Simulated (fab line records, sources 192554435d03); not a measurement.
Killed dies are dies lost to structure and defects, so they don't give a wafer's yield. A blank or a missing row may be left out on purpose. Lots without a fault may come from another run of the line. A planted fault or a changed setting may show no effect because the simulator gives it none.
Chamber matching | flow n5_finfet | N5_FIN_SAQP_HM_OPEN_73 on rie_diel-04: 4 sister chambers
The step chemistry CHF3/O2, target SiO2, stops on a-Si, target depth 12 nm, time 16.8 s. 14 wafers are shown with their chamber, then 7 later ones without.

WAFERS WITH THEIR CHAMBER
wafer  | chamber | showerhead_plenum_p_Torr (Torr) | throttle_valve_pct (%) | drypump_motor_current_A (A)
L076.1 | 2       | 2.39                            | 18.60                  | 5.7
L076.2 | 0       | 2.27                            | 18.74                  | 5.7
L076.5 | 3       | 2.44                            | 18.69                  | 5.8
L078.2 | 1       | 2.48                            | 18.95                  | 6.4
L078.4 | 3       | 2.44                            | 18.70                  | 5.8
L078.5 | 3       | 2.44                            | 18.68                  | 5.8
L080.1 | 1       | 2.48                            | 18.95                  | 6.4
L080.3 | 0       | 2.27                            | 18.77                  | 5.7
L080.6 | 1       | 2.48                            | 18.95                  | 6.4
L082.2 | 2       | 2.38                            | 18.62                  | 5.8
L082.3 | 0       | 2.26                            | 18.77                  | 5.8
L082.5 | 2       | 2.38                            | 18.61                  | 5.8
L083.1 | 2       | 2.38                            | 18.62                  | 5.7
L083.5 | 0       | 2.26                            | 18.79                  | 5.7

SIGNATURES (means of the wafers above)
reading                  | chamber 0 | chamber 1 | chamber 2 | chamber 3 | scatter within a chamber
showerhead_plenum_p_Torr | 2.2650    | 2.4800    | 2.3825    | 2.4400    | 0.00418
throttle_valve_pct       | 18.7675   | 18.9500   | 18.6125   | 18.6900   | 0.0132
drypump_motor_current_A  | 5.725     | 6.400     | 5.750     | 5.800     | 0.0418
Rule: a wafer's distance from a chamber is the root of the sum, over the readings, of the square of ((its reading less the chamber's mean) divided by the reading's scatter). The wafer belongs to the nearest chamber; if the next one is less than 2 further off, it can't be placed. The scatter: the root of (the sum of the squares of (reading less its chamber's mean) over the shown wafers, divided by (wafers less chambers)).

WAFERS WITHOUT THEIR CHAMBER
wafer  | showerhead_plenum_p_Torr (Torr) | throttle_valve_pct (%) | drypump_motor_current_A (A)
L083.6 | 2.48                            | 18.95                  | 6.4
L084.1 | 2.48                            | 18.97                  | 6.4
L084.3 | 2.38                            | 18.63                  | 5.7
L084.6 | 2.48                            | 18.95                  | 6.4
L097.1 | 2.43                            | 18.74                  | 5.8
L097.2 | 2.47                            | 19.02                  | 6.4
L097.3 | 2.54                            | 18.44                  | 5.7

WHICH CHAMBER EACH WENT THROUGH
wafer  | from the rows above | in truth
L083.6 | 1                   | 1
L084.1 | 1                   | 1
L084.3 | 2                   | 2
L084.6 | 1                   | 1
L097.1 | 3                   | 3
L097.2 | 1                   | 1
L097.3 | 3                   | 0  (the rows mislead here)
Placed correctly: 6 of 7. Can't be placed from these rows: 0. Placed wrongly: 1.
